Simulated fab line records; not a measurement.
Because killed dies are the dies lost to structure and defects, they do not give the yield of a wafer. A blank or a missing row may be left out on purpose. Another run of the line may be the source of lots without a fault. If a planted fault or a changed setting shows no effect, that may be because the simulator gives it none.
Split-lot trial	flow n5_finfet	21 wafers read across 7 lots, on a route 1938 steps long

SPLIT DETAILS
At N5_WELL_APT_PEB_06 (peb time 90 s), the setting peb_time_s was moved away from the recipe's 90 s on 8 of the 21 wafers read, by -21.1% to +18.3%. All remaining wafers had this setting at the recipe value.

FROM THE SPLIT TO THE READING: what the file shows between them, 2 steps
- N5_WELL_APT_DEVELOP_07: develop time 45 s
- N5_WELL_APT_HARDBAKE_12: time 120 s

THE READING
cd_nm at N5_WELL_APT_CD_MEAS_08, given in nm (cd target 200 nm). On this fab line, fault-free wafers typically give 199.6 nm with a standard deviation of 2.4 nm.

wafer	tool, chamber at the split	peb_time_s as run, s	against the recipe	cd_nm, nm	against lot-mates on the recipe
L077.1	litho_track-05, 0	90	recipe	204.9	-
L077.2	litho_track-05, 0	90	recipe	199.2	-
L077.3	litho_track-05, 0	90	recipe	200.2	-
L082.2	litho_track-05, 0	106.5	+18.3%	204.9	+4.6
L082.3	litho_track-05, 0	106.5	+18.3%	206.1	+5.8
L082.6	litho_track-05, 0	90	recipe	200.3	-
L084.3	litho_track-01, 0	71.01	-21.1%	189.7	-6.2
L084.5	litho_track-01, 0	71.01	-21.1%	188.7	-7.2
L084.6	litho_track-01, 0	90	recipe	195.9	-
L085.1	litho_track-05, 0	90	recipe	199.9	-
L085.5	litho_track-05, 0	90	recipe	200.8	-
L085.6	litho_track-05, 0	90	recipe	203.6	-
L087.2	litho_track-05, 0	90	recipe	197.8	-
L087.3	litho_track-05, 0	105.2	+16.9%	207.7	+9.7
L087.6	litho_track-05, 0	90	recipe	198.2	-
L089.2	litho_track-02, 0	101.5	+12.8%	206.3	+5.9
L089.5	litho_track-02, 0	90	recipe	201.2	-
L089.6	litho_track-02, 0	90	recipe	199.6	-
L093.2	litho_track-01, 0	81.31	-9.7%	194.0	-3.6
L093.3	litho_track-01, 0	81.31	-9.7%	193.8	-3.8
L093.6	litho_track-01, 0	90	recipe	197.6	-

THE FIT
A straight line over all 21 wafers: cd_nm changes by +0.45 nm for each +1% of peb_time_s; r = +0.91; the points scatter about the line by 2.2 nm.
The same after taking each lot's own level away (the mean of its wafers on the recipe; 21 wafers): +0.356 nm for each +1%; r = +0.92; scatter 1.6 nm.
Per that fit: largest peb_time_s move, reading shift of 7.5 nm.
The lots' own levels span 195.90 to 201.43 nm, that is 2.3 times the standard deviation above.
So the slope is not independent of the lot-to-lot level: the two fits are not the same.
Check: -7.75 nm against its lot-mates is what the line predicts for one of the wafers moved furthest among these (-21.1%) when that wafer is left out of the fit. It came out at -6.2 nm against them.

THE WHOLE CHAIN: every reading that the file lists as answering this split, in the file's order
step	what it does	reading	change (the file's fit)	r (the file's)
N5_WELL_APT_CD_MEAS_08	target cd 200 nm	cd_nm	+0.384 nm for each +1% of the setting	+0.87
N5_WELL_APT_DESCUM_13	chemistry O2, time 7.9 s	WELL_APT.cd_nm (the simulator's own value, which no gauge read)	+0.389 nm for each +1% of the setting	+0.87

FILE'S OWN FIT
cd_nm changes by +0.384 nm for each +1% of peb_time_s, r = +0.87.
